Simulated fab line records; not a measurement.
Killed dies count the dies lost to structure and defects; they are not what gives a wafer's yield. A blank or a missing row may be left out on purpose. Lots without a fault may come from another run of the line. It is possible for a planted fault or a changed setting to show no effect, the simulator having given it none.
Split-lot experiment    flow n5-finfet    on a route of 1938 steps: 7 lots, 21 wafers read

== THE SPLIT ==
At N5_BEOL_M0_ETCH_128 (etches SiCN in CF4/N2, target depth 12 nm, overetch 5.1 nm, time 21.4 s), the setting source-w was moved away from the recipe's 430 W on 6 of the 21 wafers read, by -11.7% to -5.7%. All remaining wafers had this setting at the recipe value.

The split's own step is where the reading is taken.

== THE READING ==
rf-vpp-V, in V, at N5_BEOL_M0_ETCH_128 (etches SiCN in CF4/N2, target depth 12 nm, overetch 5.1 nm, time 21.4 s). A value of 382.8 V with a standard deviation of 1.7 V is what fault-free wafers of this fab line usually give.

wafer   tool, chamber at the split  source-w as run, W  against the recipe  rf-vpp-V, V  against lot-mates on the recipe
L076.1  rie-diel-03, 1              430                 recipe              381.8        -
L076.3  rie-diel-03, 2              430                 recipe              382.6        -
L076.6  rie-diel-03, 3              430                 recipe              383.6        -
L082.2  rie-diel-04, 0              430                 recipe              382.7        -
L082.4  rie-diel-04, 2              396.4               -7.8%               391.5        +8.8
L082.5  rie-diel-04, 3              396.4               -7.8%               394.7        +12.0
L088.1  rie-diel-04, 1              430                 recipe              382.4        -
L088.3  rie-diel-04, 0              430                 recipe              382.2        -
L088.4  rie-diel-04, 2              430                 recipe              382.4        -
L090.1  rie-diel-03, 0              379.8               -11.7%              401.4        +19.8
L090.2  rie-diel-03, 2              379.8               -11.7%              398.3        +16.7
L090.3  rie-diel-03, 1              430                 recipe              381.6        -
L091.3  rie-diel-04, 3              430                 recipe              384.9        -
L091.4  rie-diel-04, 1              430                 recipe              381.9        -
L091.6  rie-diel-04, 3              430                 recipe              383.2        -
L092.1  rie-diel-01, 2              430                 recipe              380.6        -
L092.3  rie-diel-01, 0              430                 recipe              382.4        -
L092.4  rie-diel-01, 2              430                 recipe              379.2        -
L096.2  rie-diel-01, 0              405.3               -5.7%               390.5        +4.6
L096.3  rie-diel-01, 3              430                 recipe              385.9        -
L096.5  rie-diel-01, 2              405.3               -5.7%               387.2        +1.3

FIT RESULTS
A straight line over all 21 wafers: rf-vpp-V changes by -1.41 V for each +1% of source-w; r = -0.96; the points scatter about the line by 1.8 V.
The same after taking each lot's own level away (the mean of its wafers on the recipe; 21 wafers): -1.39 V for each +1%; r = -0.94; scatter 2.1 V.
The reading moves by 16 V for the largest change in source-w, on that fit.
The lots' own levels span 380.73 to 385.90 V, that is 3.0 times the standard deviation above.
The two slopes agree, so the slope changes little with the lot-to-lot level.
Check: for one of the wafers moved furthest among these (-11.7%), held out of the fit, the line's prediction against its lot-mates is +14.2 V. Against them it came out at +19.8 V.
Tool readings at the split's step, against how far the setting was moved: rf-vpp-V r = -0.96.

== ADDITIONAL SPLITS CARRIED BY THESE WAFERS ==
Other splits were also applied to these wafers ahead of the reading. Each is held against what the fit with the lots' levels taken away leaves over:
other split on the same wafers            wafers away from the commonest value  r with rf-vpp-V (lot level and that fit taken away)
N5_SDB_EXPOSE_08 dose-mj                  10                                    +0.03
N5_HKMG_FIN_ETCH_54 source-w              7                                     +0.14
N5_MOL_CONTACT_COAG_PECVD_31 temp-c       8                                     +0.16
N5_MOL_CONTACT_COAG_COAT_76 spin-rpm      4                                     +0.02
N5_MOL_CONTACT_COAG_CVD_140 target-thk-a  7                                     -0.11
N5_BEOL_M0_SAQP_PECVD_96 time-s           6                                     -0.04
N5_BEOL_M0_ETCH_138 source-w              8                                     -0.44

== THE FILE'S OWN FIT ==
rf-vpp-V changes by -1.35 V for each +1% of source-w, r = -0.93.
